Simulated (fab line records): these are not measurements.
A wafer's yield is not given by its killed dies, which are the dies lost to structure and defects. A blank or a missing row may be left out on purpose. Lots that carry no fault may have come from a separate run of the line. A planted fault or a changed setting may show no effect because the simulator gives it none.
fab line records	flow nand-harc
record: lots: 6	wafers: 18	last-day: 34
route steps=1302 shown A_M1@1188 A_BONDPAD@1202 END@1302
lots that met no fault: from a run of the same line without faults
start-h: start of the lot's first displayed wafer, in hours after the record's first day	wait-h: time in hours since the lot's previous step	" the same as in the row above	L1.1+2: several wafers, shown together as one row	- value missing, or start not given	* or withheld: withheld	< > ~ a bound
route shown NAME@n: a module of which the file shows steps, and the number in the route of the first	usual: mean and standard deviation over wafers with no fault	same: alike in all rows	chamber/n: place in a boat	sites: the reading at each site	_std_site: standard deviation across them	_edge_site: inner sites' mean taken away from outer sites' mean	radius-mm: for every site, how far away it sits from the centre of the wafer	mask NAME#n: copy n	behind: tool/chamber where the wafer was last shaped	hold: the reason the lot was held/the length of the hold in hours/how it ended	device: which transistor (n, p or np) failed to switch	end of line: the tests these same wafers got at the end of their route	for a step that has no rows: nothing shown but its recipe	killed: dies lost to structure and defects at the first sort, not the wafer's yield	map: per-die view of a wafer (x killed, . not killed, _ where there is no die)
set.NAME: the setting the step ran with; set.NAME@STEP: the setting that earlier step ran with	model.NAME: the simulator's own value behind a step, which no gauge read
certain route steps with their lots: each step a table, each wafer a row
services: from which hour (start-h, from the record's first day; less than 0 if before it) a tool's chamber was out of use, for how many hours, and why
== steps ==
step: NHARC_A_M1_STRIP_19
recipe: time-s: 600	temp-c: 30	chemistry: post-etch-residue-remover
step: NHARC_A_M1_DEGAS_29
recipe: temp-c: 250	time-s: 60
step: NHARC_A_M1_PRE_CLEAN_30
recipe: time-s: 30	temp-c: 280	gas: H2/He
step: NHARC_A_M1_PVD_20
recipe: target-thk-a: 50	bias-v: 168.6	power-w: 15000	chamber-pressure-pa: 0.12	time-s: 8.06	substrate-temp-c: 50	material: TaN
step: NHARC_A_M1_PVD_21
recipe: target-thk-a: 300	chamber-pressure-pa: 5	power-w: 5000	substrate-temp-c: 30	time-s: 20.49	material: Cu
usual: chamber-pressure-pa: 4.999/0.0087	throttle-valve-pct: 29.7/1.2
lot.wafer	tool	chamber	start-h	wait-h	chamber-pressure-pa	throttle-valve-pct
L745.1	pvd-sputter-01	-	-	-	4.997	27.9
L745.4	"	-	"	"	5.003	29.1
L745.2	"	-	"	"	4.991	31.3
L747.1	pvd-sputter-02	-	-	-	5.004	28.5
L747.3	"	-	"	"	5.003	29.1
L747.4	"	-	"	"	4.984	30.0
L749.1	pvd-sputter-02	-	-	-	5.007	28.4
L749.5	"	-	"	"	4.991	29.9
L749.6	"	-	"	"	5.005	29.5
L748.4	pvd-sputter-03	-	-	-	4.991	30.7
L748.6	"	-	"	"	5.003	30.5
L748.5	"	-	"	"	5.001	30.1
L750.3	pvd-sputter-03	-	-	-	4.998	28.1
L750.6	"	-	"	"	4.999	27.9
L750.5	"	-	"	"	5.006	30.3
L756.1	pvd-sputter-02	-	-	-	5.002	29.0
L756.2	"	-	"	"	5.013	29.3
L756.5	"	-	"	"	5.004	28.9
step: NHARC_A_M1_ECD_22
recipe: target-thk-a: 4000	bath-temp-c: 25	material: Cu
step: NHARC_A_M1_ANNEAL_31
recipe: temp-c: 225	time-s: 90
step: NHARC_A_M1_CMP_23
recipe: t-overpolish-s: 20	target-thk-nm: 154.34
step: NHARC_A_M1_THK_MEAS_24
recipe: thk-meas-gauge: xrf
usual: thk-nm: 154.7/1.6
lot.wafer	tool	chamber	start-h	wait-h	thk-nm
L745.1	film-metro-02	-	649.05	-	154.5
L745.2	"	-	"	"	154.4
L745.4	"	-	"	"	151.5
L747.1	film-metro-02	-	667.34	-	156.4
L747.3	"	-	"	"	157.4
L747.4	"	-	"	"	152.9
L749.1	film-metro-01	-	684.76	-	154.4
L749.5	"	-	"	"	154.9
L749.6	"	-	"	"	155.0
L748.4	film-metro-02	-	692.82	-	154.4
L748.5	"	-	"	"	155.5
L748.6	"	-	"	"	151.9
L750.3	film-metro-01	-	694.27	-	154.6
L750.5	"	-	"	"	153.9
L750.6	"	-	"	"	156.3
L756.1	film-metro-02	-	765.96	-	154.5
L756.2	"	-	"	"	155.6
L756.5	"	-	"	"	153.5
step: NHARC_A_M1_SRD_25
step: NHARC_A_M1_INSPECT_27
usual: raw-defect-count: 520/140
lot.wafer	tool	chamber	start-h	wait-h	raw-defect-count
L745.1	defect-inspect-01	-	649.20	0.0	545
L745.2	"	-	"	"	534
L745.4	"	-	"	"	684
L747.1	defect-inspect-02	-	667.52	0.0	568
L747.3	"	-	"	"	603
L747.4	"	-	"	"	615
L749.1	defect-inspect-02	-	684.91	0.0	668
L749.5	"	-	"	"	548
L749.6	"	-	"	"	653
L748.4	defect-inspect-02	-	692.98	0.0	412
L748.5	"	-	"	"	382
L748.6	"	-	"	"	487
L750.3	defect-inspect-02	-	694.43	0.0	859
L750.5	"	-	"	"	663
L750.6	"	-	"	"	825
L756.1	defect-inspect-02	-	766.12	0.0	672
L756.2	"	-	"	"	515
L756.5	"	-	"	"	643
step: NHARC_A_M1_PRE_CLEAN_32
recipe: time-s: 12	temp-c: 370	rf-power-w: 300	gas: NH3
usual: heater-power-w: 658/79
lot.wafer	tool	chamber	start-h	wait-h	heater-power-w
L745.2	pecvd-01	2	649.28	0.1	597
L745.1	"	0	"	"	696
L745.4	"	0	"	"	716
L747.3	pecvd-02	2	667.59	0.1	711
L747.1	"	1	"	"	549
L747.4	"	0	"	"	536
L749.1	pecvd-04	0	684.98	0.1	652
L749.5	"	1	"	"	672
L749.6	"	2	"	"	716
L748.5	pecvd-02	2	693.09	0.1	719
L748.4	"	0	"	"	579
L748.6	"	1	"	"	564
L750.3	pecvd-02	0	694.52	0.1	493
L750.5	"	2	"	"	707
L750.6	"	0	"	"	471
L756.2	pecvd-01	0	766.19	0.1	732
L756.1	"	1	"	"	785
L756.5	"	0	"	"	731
step: NHARC_A_M1_DEP_33
recipe: target-thk-a: 300	temp-c: 370	target-thk-nm: 30	pressure-torr: 3	flow-sccm: 200	rf-w: 450	material: SiCN
step: NHARC_A_BONDPAD_DEP_00
recipe: target-thk-a: 2500	temp-c: 370	target-thk-nm: 250	pressure-torr: 3	flow-sccm: 200	rf-w: 450	material: SiCN
usual: heater-power-w: 593/75
lot.wafer	tool	chamber	start-h	wait-h	hold	heater-power-w
L745.1	pecvd-01	0	-	-	-	625
L745.2	"	1	"	"	-	711
L745.4	"	0	"	"	-	638
L747.1	pecvd-02	1	-	-	-	466
L747.3	"	2	"	"	-	659
L747.4	"	0	"	"	-	480
L749.1	pecvd-03	0	685.73	-	-	536
L749.6	"	1	"	"	-	552
L749.5	"	2	"	"	-	572
L750.3	pecvd-01	0	702.03	-	await-dispo/6.7h/release	644
L750.6	"	2	"	"	await-dispo/6.7h/release	669
L750.5	"	1	"	"	await-dispo/6.7h/release	647
L748.5	pecvd-01	2	705.96	-	await-dispo/12.0h/release	649
L748.6	"	0	"	"	await-dispo/12.0h/release	663
L748.4	"	1	"	"	await-dispo/12.0h/release	691
L756.2	pecvd-03	1	766.82	-	-	558
L756.1	"	2	"	"	-	505
L756.5	"	2	"	"	-	534
step: NHARC_A_BONDPAD_CMP_29
recipe: target-thk-nm: 200	material: SiCN
step: NHARC_A_BONDPAD_THK_MEAS_30
recipe: thk-meas-gauge: ellipsometry
usual: thk-nm: 200.2/1.5
lot.wafer	tool	chamber	start-h	wait-h	thk-nm
L745.1	film-metro-01	-	650.56	0.2	199.4
L745.2	"	-	"	"	199.8
L745.4	"	-	"	"	200.7
L747.1	film-metro-02	-	668.87	0.2	200.0
L747.3	"	-	"	"	199.2
L747.4	"	-	"	"	200.9
L749.1	film-metro-01	-	686.39	0.2	199.5
L749.5	"	-	"	"	198.5
L749.6	"	-	"	"	203.1
L750.3	film-metro-02	-	702.93	0.2	200.3
L750.5	"	-	"	"	203.0
L750.6	"	-	"	"	201.4
L748.4	film-metro-02	-	706.48	0.2	203.3
L748.5	"	-	"	"	200.5
L748.6	"	-	"	"	202.8
L756.1	film-metro-02	-	767.60	0.1	199.8
L756.2	"	-	"	"	200.7
L756.5	"	-	"	"	199.7
step: NHARC_A_BONDPAD_SRD_31
step: NHARC_A_BONDPAD_DEHYDRATE_01
recipe: temp-c: 150	time-s: 120
step: NHARC_A_BONDPAD_HMDS_02
recipe: time-s: 30
step: NHARC_A_BONDPAD_COAT_33
recipe: temp-c: 200	time-s: 65
step: NHARC_A_BONDPAD_COAT_03
recipe: spin-rpm: 2000	resist-thk-nm: 600
step: NHARC_A_BONDPAD_SOFTBAKE_04
recipe: temp-c: 125	time-s: 70
step: NHARC_A_BONDPAD_EBR_05
step: NHARC_A_BONDPAD_EXPOSE_06
recipe: na: 0.55	dose-mj: 36.99	mask-id: A_BPAD
step: NHARC_A_BONDPAD_PEB_07
recipe: peb-temp-c: 128	peb-time-s: 80
step: NHARC_A_BONDPAD_DEVELOP_08
recipe: time-s: 50	dev-temp-c: 22
step: NHARC_A_BONDPAD_CD_MEAS_09
recipe: target-cd-nm: 500	landing-energy-ev: 500
usual: cd-nm: 501.0/1.9
lot.wafer	tool	chamber	start-h	wait-h	cd-nm
L745.1	cd-sem-01	0	651.12	-	501.4
L745.2	"	0	"	"	500.4
L745.4	"	0	"	"	501.2
L747.1	cd-sem-01	0	669.31	-	498.2
L747.3	"	0	"	"	497.3
L747.4	"	0	"	"	497.5
L749.1	cd-sem-02	0	686.82	-	501.0
L749.5	"	0	"	"	498.9
L749.6	"	0	"	"	500.3
L750.3	cd-sem-03	0	703.39	-	500.3
L750.5	"	0	"	"	500.2
L750.6	"	0	"	"	500.8
L748.4	cd-sem-03	0	706.93	-	503.3
L748.5	"	0	"	"	498.0
L748.6	"	0	"	"	499.6
L756.1	cd-sem-03	0	768.04	-	501.7
L756.2	"	0	"	"	498.9
L756.5	"	0	"	"	497.8
step: NHARC_A_BONDPAD_OVL_MEAS_35
usual: overlay-x-nm: -1/5.5	overlay-y-nm: 3/3.4
lot.wafer	tool	chamber	start-h	wait-h	overlay-x-nm	overlay-y-nm
L745.1	overlay-01	-	651.21	-	5	4
L745.2	"	-	"	"	4	4
L745.4	"	-	"	"	4	4
L747.1	overlay-02	-	669.40	-	4	1
L747.3	"	-	"	"	5	1
L747.4	"	-	"	"	5	1
L749.1	overlay-01	-	686.91	-	-8	7
L749.5	"	-	"	"	-8	7
L749.6	"	-	"	"	-8	8
L750.3	overlay-01	-	703.47	-	-2	-1
L750.5	"	-	"	"	-1	-1
L750.6	"	-	"	"	-2	-1
L748.4	overlay-01	-	707.01	-	4	12
L748.5	"	-	"	"	5	12
L748.6	"	-	"	"	5	12
L756.1	overlay-02	-	768.13	-	-3	1
L756.2	"	-	"	"	-3	1
L756.5	"	-	"	"	-3	1
step: NHARC_A_BONDPAD_HARDBAKE_10
recipe: temp-c: 118	time-s: 65
step: NHARC_A_BONDPAD_DESCUM_11
recipe: time-s: 3	o2-flow-sccm: 200	ar-flow-sccm: 0	bias-power-w: 0	chemistry: O2
step: NHARC_A_BONDPAD_ETCH_34
recipe: target-depth-a: 600	overetch-a: 180	time-s: 65.91	ion-energy-ev: 200	n2-flow-sccm: 150	h2-flow-sccm: 150	ar-flow-sccm: 0	rf-w: 400	bias-w: 150	chemistry: N2/H2
step: NHARC_A_BONDPAD_ETCH_12
recipe: target-depth-a: 2200	time-s: 110	chf3-flow-sccm: 50	o2-flow-sccm: 10	ar-flow-sccm: 200	rf-w: 500	bias-w: 200	chemistry: CHF3/O2
usual: drypump-motor-current-A: 5.9/0.45	oes-product-au: 0.946/0.024	rf-vpp-V: 371.0/2.3	showerhead-plenum-p-Torr: 2.42/0.1	throttle-valve-pct: 20.572/0.0094
lot.wafer	tool	chamber	start-h	wait-h	drypump-motor-current-A	oes-product-au	rf-hours-counter-h	rf-vpp-V	showerhead-plenum-p-Torr	throttle-valve-pct
L745.1	rie-diel-04	1	-	-	5.9	0.923	38	368.9	2.28	20.586
L745.2	"	2	"	"	6.1	0.905	35	367.8	2.26	20.583
L745.4	"	0	"	"	5.6	0.928	-	366.2	2.23	20.588
L747.3	rie-diel-08	1	-	-	5.9	0.957	4	375.0	2.56	20.585
L747.1	"	2	"	"	5.4	0.984	4	370.6	2.43	20.564
L747.4	"	3	"	"	5.5	0.969	3	370.8	2.42	20.579
L749.1	rie-diel-08	1	-	-	5.9	0.961	4	374.7	2.56	20.560
L749.5	"	3	"	"	5.6	0.972	-	370.5	2.42	20.581
L749.6	"	0	"	"	6.6	0.978	-	371.9	2.43	20.556
L750.3	rie-diel-11	0	-	-	5.2	0.912	12	369.4	2.43	20.577
L750.6	"	1	"	"	6.1	0.907	-	371.5	2.42	20.566
L750.5	"	2	"	"	5.9	0.935	-	366.6	2.26	20.582
L748.4	rie-diel-08	1	-	-	5.9	0.921	4	373.1	2.56	20.567
L748.5	"	2	"	"	5.4	0.916	-	369.4	2.43	20.566
L748.6	"	3	"	"	5.5	0.910	-	370.8	2.42	20.578
L756.2	rie-diel-04	1	-	-	6.0	0.941	17	367.6	2.26	20.575
L756.1	"	2	"	"	6.1	0.937	17	367.9	2.24	20.579
L756.5	"	0	"	"	5.6	0.945	-	376.3	2.59	20.569
step: NHARC_A_BONDPAD_CD_MEAS_13
usual: cd-nm: 500.3/1.9
lot.wafer	tool	chamber	start-h	wait-h	cd-nm
L745.1	cd-sem-02	-	651.73	-	500.2
L745.2	"	-	"	"	499.2
L745.4	"	-	"	"	500.2
L747.1	cd-sem-03	-	669.84	-	498.3
L747.3	"	-	"	"	496.7
L747.4	"	-	"	"	496.3
L749.1	cd-sem-03	-	687.36	-	500.7
L749.5	"	-	"	"	498.6
L749.6	"	-	"	"	499.5
L750.3	cd-sem-02	-	704.35	-	500.6
L750.5	"	-	"	"	500.2
L750.6	"	-	"	"	499.8
L748.4	cd-sem-01	-	707.46	-	502.3
L748.5	"	-	"	"	498.0
L748.6	"	-	"	"	497.9
L756.1	cd-sem-01	-	768.62	-	500.5
L756.2	"	-	"	"	497.9
L756.5	"	-	"	"	495.9
step: NHARC_A_BONDPAD_STRIP_15
recipe: o2-flow-sccm: 500	ar-flow-sccm: 0	bias-w: 0	chemistry: O2
usual: drypump-motor-current-A: 5.9/0.47	oes-product-au: 0.997/0.0089	rf-vpp-V: 58.0/0.87	showerhead-plenum-p-Torr: 3.57/0.13	throttle-valve-pct: 17.037/0.0095
lot.wafer	tool	chamber	start-h	wait-h	drypump-motor-current-A	oes-product-au	rf-hours-counter-h	rf-vpp-V	showerhead-plenum-p-Torr	throttle-valve-pct
L745.2	rie-diel-04	2	651.81	0.1	6.2	0.988	35	57.0	3.32	17.034
L745.1	"	0	"	"	5.6	1.009	37	57.1	3.29	17.039
L745.4	"	1	"	"	5.9	0.998	-	56.6	3.35	17.024
L747.1	rie-diel-11	0	669.92	0.1	5.2	1.010	5	58.9	3.57	17.032
L747.4	"	1	"	"	6.0	0.996	5	57.7	3.56	17.028
L747.3	"	3	"	"	6.6	0.992	4	59.0	3.70	17.035
L749.1	rie-diel-11	3	687.46	0.1	6.6	0.988	9	58.0	3.70	17.029
L749.5	"	1	"	"	6.1	0.983	-	56.7	3.56	17.042
L749.6	"	2	"	"	5.9	1.007	-	57.3	3.32	17.028
L750.3	rie-diel-08	0	704.45	0.1	6.6	0.993	4	58.1	3.57	17.035
L750.5	"	2	"	"	5.4	0.992	-	57.0	3.56	17.042
L750.6	"	3	"	"	5.5	0.991	-	57.0	3.55	17.024
L748.4	rie-diel-08	1	707.57	0.1	5.9	1.005	4	58.5	3.75	17.033
L748.5	"	2	"	"	5.4	1.001	-	57.2	3.56	17.017
L748.6	"	3	"	"	5.5	0.998	-	57.7	3.55	17.043
L756.2	rie-diel-08	0	768.69	0.1	6.6	1.005	1	57.0	3.57	17.047
L756.1	"	1	"	"	5.9	0.983	1	59.4	3.75	17.052
L756.5	"	1	"	"	5.9	0.984	-	57.6	3.75	17.035
step: NHARC_A_BONDPAD_ETCH_24
recipe: target-depth-a: 300	over-etch-frac: 0.3	time-s: 72.99	ion-energy-ev: 150	cf4-flow-sccm: 50	n2-flow-sccm: 100	ar-flow-sccm: 150	rf-w: 300	bias-w: 100	chemistry: CF4/N2
step: NHARC_A_BONDPAD_STRIP_16
recipe: time-s: 600	temp-c: 30	chemistry: post-etch-residue-remover
step: NHARC_A_BONDPAD_DEGAS_25
recipe: temp-c: 300	time-s: 60
step: NHARC_A_BONDPAD_PRE_CLEAN_26
recipe: time-s: 30	temp-c: 280	gas: H2/He
step: NHARC_A_BONDPAD_PVD_17
recipe: target-thk-a: 50	bias-v: 168.6	power-w: 15000	chamber-pressure-pa: 0.12	time-s: 8.06	substrate-temp-c: 50	material: TaN
usual: chamber-pressure-pa: 0.11998/0.00023	throttle-valve-pct: 29.6/1.1
lot.wafer	tool	chamber	start-h	wait-h	chamber-pressure-pa	throttle-valve-pct
L745.1	pvd-sputter-03	-	-	-	0.11997	30.7
L745.2	"	-	"	"	0.12008	27.9
L745.4	"	-	"	"	0.11991	29.6
L747.3	pvd-sputter-01	-	-	-	0.12028	31.8
L747.1	"	-	"	"	0.11987	28.3
L747.4	"	-	"	"	0.11994	31.0
L749.1	pvd-sputter-03	-	-	-	0.1198	30.0
L749.5	"	-	"	"	0.11969	30.2
L749.6	"	-	"	"	0.12035	29.5
L750.3	pvd-sputter-01	-	-	-	0.12006	28.0
L750.5	"	-	"	"	0.11968	31.8
L750.6	"	-	"	"	0.12009	27.9
L748.4	pvd-sputter-02	-	-	-	0.12	28.9
L748.5	"	-	"	"	0.12023	28.9
L748.6	"	-	"	"	0.12044	30.0
L756.1	pvd-sputter-03	-	-	-	0.11983	27.9
L756.2	"	-	"	"	0.12022	30.7
L756.5	"	-	"	"	0.12018	28.1
step: NHARC_A_BONDPAD_PVD_27
recipe: target-thk-a: 300	chamber-pressure-pa: 5	power-w: 5000	substrate-temp-c: 30	time-s: 20.49	material: Cu
usual: chamber-pressure-pa: 5.000/0.0097	throttle-valve-pct: 29.7/1.1
lot.wafer	tool	chamber	start-h	wait-h	chamber-pressure-pa	throttle-valve-pct
L745.2	pvd-sputter-03	-	-	-	5.006	30.2
L745.1	"	-	"	"	5.003	30.0
L745.4	"	-	"	"	4.997	28.0
L747.3	pvd-sputter-01	-	-	-	4.995	31.6
L747.4	"	-	"	"	4.984	28.0
L747.1	"	-	"	"	5.004	31.1
L749.1	pvd-sputter-03	-	-	-	4.992	29.8
L749.5	"	-	"	"	4.991	29.8
L749.6	"	-	"	"	5.002	30.6
L750.3	pvd-sputter-01	-	-	-	5.012	31.1
L750.5	"	-	"	"	5.005	31.1
L750.6	"	-	"	"	5.008	31.9
L748.4	pvd-sputter-02	-	-	-	4.997	29.1
L748.6	"	-	"	"	5.016	30.0
L748.5	"	-	"	"	5.003	29.5
L756.1	pvd-sputter-03	-	-	-	4.993	28.1
L756.2	"	-	"	"	5.005	30.6
L756.5	"	-	"	"	5.004	27.8
step: NHARC_A_BONDPAD_ECD_18
recipe: target-thk-a: 4000	bath-temp-c: 25	material: Cu
step: NHARC_END_SORT_01
recipe: temp-c: 25
usual: defect-limited-yield: 90.6/2.8	killed-at-array: 58/20	killed-at-other: 0.8/1	killed-at-periphery: 4.6/2.8	killed-dies: 63/19	killed-open: 3.4/2	killed-short: 2.4/1.8
same: gross-dies: 677
lot.wafer	tool	chamber	start-h	wait-h	defect-limited-yield[%]	killed-at-array	killed-at-other	killed-at-periphery	killed-dies	killed-open	killed-short
L745.1	prober-02	0	679.05	2.5	90.8	56	0	6	62	5	3
L745.2	prober-02	0	679.85	2.8	91.4	50	0	8	58	7	1
L745.4	prober-02	0	681.46	3.4	91.3	51	1	7	59	6	5
L747.1	prober-02	0	701.29	2.4	92.6	46	0	4	50	6	3
L747.3	prober-02	0	702.91	3.1	94.2	37	0	2	39	4	1
L747.4	prober-02	0	703.72	3.4	86.6	89	0	2	91	2	1
L749.1	prober-01	0	716.95	2.5	89.2	70	0	3	73	3	1
L749.5	prober-01	0	720.12	3.7	86.1	88	0	6	94	4	1
L749.6	prober-01	0	720.91	4.0	81.5	120	1	4	125	4	2
L750.3	prober-01	0	743.94	3.1	81.7	124	0	0	124	3	2
L750.5	prober-01	0	745.55	3.7	84.8	101	0	2	103	3	3
L750.6	prober-01	0	746.35	4.0	80.1	132	1	2	135	3	2
L748.4	prober-02	0	746.35	3.4	82.4	114	0	5	119	3	2
L748.5	prober-02	0	747.16	3.7	88.8	74	0	2	76	0	2
L748.6	prober-02	0	747.96	4.0	87.7	73	4	6	83	3	2
L756.1	prober-02	0	801.62	2.5	90.8	60	1	1	62	5	2
L756.2	prober-02	0	802.42	2.8	88.6	70	0	7	77	5	5
L756.5	prober-02	0	804.81	3.7	86.7	79	2	9	90	8	0
killed by level:class
L745.1 A_SLIT:chamber-film-flake=35 A_CHANNEL_HOLE_D1:chamber-film-flake=7 A_M1:geometric-particle:open=2 P_M2:chamber-film-flake=2 A_CONTACT:chamber-film-flake=2 A_BLC:chamber-film-flake=2 P_M0:geometric-particle:short=1 P_M0:geometric-particle:open=1
L745.2 A_SLIT:chamber-film-flake=34 P_M2:chamber-film-flake=4 A_CONTACT:chamber-film-flake=4 A_CHANNEL_FILL_D2:geometric-particle:open=3 A_CHANNEL_HOLE_D1:chamber-film-flake=3 A_STAIRCASE:chamber-film-flake=3 P_GATE:geometric-particle:open=1 P_CONTACT:geometric-particle:short=1
L745.4 A_SLIT:chamber-film-flake=31 A_CHANNEL_HOLE_D1:chamber-film-flake=4 A_CONTACT:chamber-film-flake=3 A_WL_FILL:geometric-particle:short=2 P_GATE:chamber-film-flake=2 P_M2:chamber-film-flake=2 A_ZERO_WELL:chamber-film-flake=2 P_GATE:geometric-particle:open=1
L747.1 A_CHANNEL_HOLE_D1:chamber-film-flake=16 A_SLIT:chamber-film-flake=11 A_CHANNEL_HOLE_D2:chamber-film-flake=8 P_CONTACT:geometric-particle:open=2 A_CHANNEL_FILL_D2:geometric-particle:open=2 A_STAIRCASE:chamber-film-flake=2 A_CONTACT:chamber-film-flake=2 P_M0:geometric-particle:open=1
L747.3 A_CHANNEL_HOLE_D1:chamber-film-flake=15 A_SLIT:chamber-film-flake=11 A_CHANNEL_HOLE_D2:chamber-film-flake=7 P_CONTACT:geometric-particle:open=1 P_M0:geometric-particle:open=1 A_DECK1_JOINT:geometric-particle:short=1 A_CONTACT:geometric-particle:open=1 A_M1:geometric-particle:open=1
L747.4 A_CHANNEL_HOLE_D1:chamber-film-flake=39 A_SLIT:chamber-film-flake=25 A_CHANNEL_HOLE_D2:chamber-film-flake=20 P_CONTACT:geometric-particle:open=2 A_CONTACT:chamber-film-flake=2 A_M1:geometric-particle:short=1 A_STAIRCASE:chamber-film-flake=1 A_WL_FILL:chamber-film-flake=1
L749.1 A_CHANNEL_HOLE_D2:chamber-film-flake=21 A_CHANNEL_HOLE_D1:chamber-film-flake=19 A_SLIT:chamber-film-flake=13 A_CONTACT:chamber-film-flake=9 A_SGD_CUT:chamber-film-flake=4 P_CONTACT:geometric-particle:open=2 A_STAIRCASE:chamber-film-flake=2 A_ONON_D1:geometric-particle:open=1
L749.5 A_SLIT:chamber-film-flake=30 A_CHANNEL_HOLE_D1:chamber-film-flake=22 A_CONTACT:chamber-film-flake=13 A_CHANNEL_HOLE_D2:chamber-film-flake=12 A_SGD_CUT:chamber-film-flake=7 P_GATE:geometric-particle:open=1 P_CONTACT:geometric-particle:open=1 P_M2:geometric-particle:open=1
L749.6 A_CHANNEL_HOLE_D1:chamber-film-flake=36 A_CHANNEL_HOLE_D2:chamber-film-flake=30 A_SLIT:chamber-film-flake=24 A_CONTACT:chamber-film-flake=17 A_SGD_CUT:chamber-film-flake=3 A_CHANNEL_FILL_D2:geometric-particle:short=2 P_M1:chamber-film-flake=2 P_M2:chamber-film-flake=2
L750.3 A_M1:unspecified=83 A_SLIT:chamber-film-flake=20 A_CHANNEL_HOLE_D1:chamber-film-flake=6 A_CONTACT:chamber-film-flake=5 A_CHANNEL_FILL_D1:geometric-particle:open=2 A_SGD_CUT:chamber-film-flake=2 A_BLC:chamber-film-flake=2 A_DECK1_JOINT:geometric-particle:open=1
L750.5 A_M1:unspecified=45 A_SLIT:chamber-film-flake=29 A_CHANNEL_HOLE_D1:chamber-film-flake=10 A_CONTACT:chamber-film-flake=6 A_SGD_CUT:chamber-film-flake=2 A_ONON_D1:geometric-particle:short=1 A_CHANNEL_FILL_D1:geometric-particle:open=1 A_CHANNEL_FILL_D1:geometric-particle:short=1
L748.4 A_M1:unspecified=91 A_CHANNEL_HOLE_D1:chamber-film-flake=10 A_SLIT:chamber-film-flake=5 A_CONTACT:chamber-film-flake=3 P_M1:chamber-film-flake=2 P_STI:geometric-particle:open=1 P_CONTACT:geometric-particle:short=1 P_M0:geometric-particle:short=1
L750.6 A_M1:unspecified=96 A_SLIT:chamber-film-flake=19 A_CHANNEL_HOLE_D1:chamber-film-flake=4 A_CONTACT:chamber-film-flake=3 A_ONON_D1:geometric-particle:short=1 A_ONON_D2:geometric-particle:short=1 A_ONON_D2:geometric-particle:open=1 A_CONTACT:geometric-particle:open=1
L748.5 A_M1:unspecified=48 A_CHANNEL_HOLE_D1:chamber-film-flake=10 A_STAIRCASE:chamber-film-flake=4 A_SLIT:chamber-film-flake=4 A_DECK1_JOINT:chamber-film-flake=2 A_WL_FILL:chamber-film-flake=2 A_DECK1_JOINT:geometric-particle:short=1 A_WL_FILL:geometric-particle:short=1
L748.6 A_M1:unspecified=51 A_CHANNEL_HOLE_D1:chamber-film-flake=9 THIN_TSV:chamber-film-flake=4 P_M1:chamber-film-flake=3 A_SLIT:chamber-film-flake=3 A_STAIRCASE:chamber-film-flake=2 A_WL_FILL:chamber-film-flake=2 P_GATE:geometric-particle:open=1
L756.1 A_CHANNEL_HOLE_D2:chamber-film-flake=16 A_CHANNEL_HOLE_D1:chamber-film-flake=15 A_SLIT:chamber-film-flake=15 A_WL_FILL:chamber-film-flake=4 A_BLC:geometric-particle:open=2 A_DECK1_JOINT:geometric-particle:open=1 A_ONON_D2:geometric-particle:short=1 A_CHANNEL_HOLE_D2:geometric-particle:open=1
L756.2 A_SLIT:chamber-film-flake=24 A_CHANNEL_HOLE_D2:chamber-film-flake=21 A_CHANNEL_HOLE_D1:chamber-film-flake=10 P_BONDPAD:chamber-film-flake=4 A_CHANNEL_FILL_D1:geometric-particle:short=2 A_DECK1_JOINT:geometric-particle:open=2 P_GATE:chamber-film-flake=2 A_STAIRCASE:chamber-film-flake=2
L756.5 A_SLIT:chamber-film-flake=35 A_CHANNEL_HOLE_D2:chamber-film-flake=15 A_CHANNEL_HOLE_D1:chamber-film-flake=12 A_WL_FILL:chamber-film-flake=7 P_BONDPAD:chamber-film-flake=5 A_CONTACT:geometric-particle:open=3 A_DECK1_JOINT:chamber-film-flake=3 A_STAIRCASE:chamber-film-flake=2
== services ==
tool	chamber	start-h	hours	kind
rie-diel-08	0	627.30	-	clean
rie-diel-08	1	627.30	-	clean
rie-diel-08	2	627.30	-	clean
rie-diel-08	3	627.30	-	clean
pecvd-04	-	631.00	13.0	pm
rie-diel-04	2	633.68	5.4	repair
pvd-sputter-02	-	638.18	10.0	pm
rie-diel-11	-	646.03	9.0	pm
pvd-sputter-01	-	648.49	2.4	repair
rie-diel-04	3	648.56	46.2	repair
rie-diel-08	0	651.80	-	clean
rie-diel-08	1	651.80	-	clean
rie-diel-08	2	651.80	-	clean
pecvd-02	0	673.70	5.3	repair
pecvd-01	-	673.79	13.0	pm
pecvd-04	-	702.40	1.2	repair
pvd-sputter-03	-	704.08	10.0	pm
pecvd-02	0	704.26	14.3	repair
rie-diel-04	-	709.18	9.0	pm
pvd-sputter-03	-	718.03	8.2	repair
rie-diel-08	-	721.80	9.0	pm
pvd-sputter-01	-	760.00	10.0	pm
rie-diel-04	3	761.40	14.3	repair
pecvd-03	0	766.74	6.0	repair
== key ==
first-sign: step: NHARC_END_SORT_01	reading: killed-at-array	direction: up	sigmas: 2.3	usual: 58	struck: 103
effect: step: NHARC_END_SORT_01	reading: defect-limited-yield	direction: down	sigmas: 2.3	usual: 90.6	struck: 84.2
more-kills-born-at: NHARC_A_M1_PRE_CLEAN_32@pecvd-02: 414
met-at NHARC_A_M1_PRE_CLEAN_32
struck-wafers L748.4,L748.5,L748.6,L750.3,L750.5,L750.6
onset-between 667.59 693.09
also-fits NHARC_A_M1_PVD_21:pvd-sputter-03,NHARC_A_BONDPAD_DEP_00:pecvd-01
fault: kind: chamber-particle-source	tool: pecvd-02	chamber: -	onset-h: 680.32	steps: NHARC_A_M1_PRE_CLEAN_32	rate-per-visit-cm2: 1.371	end-h: 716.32
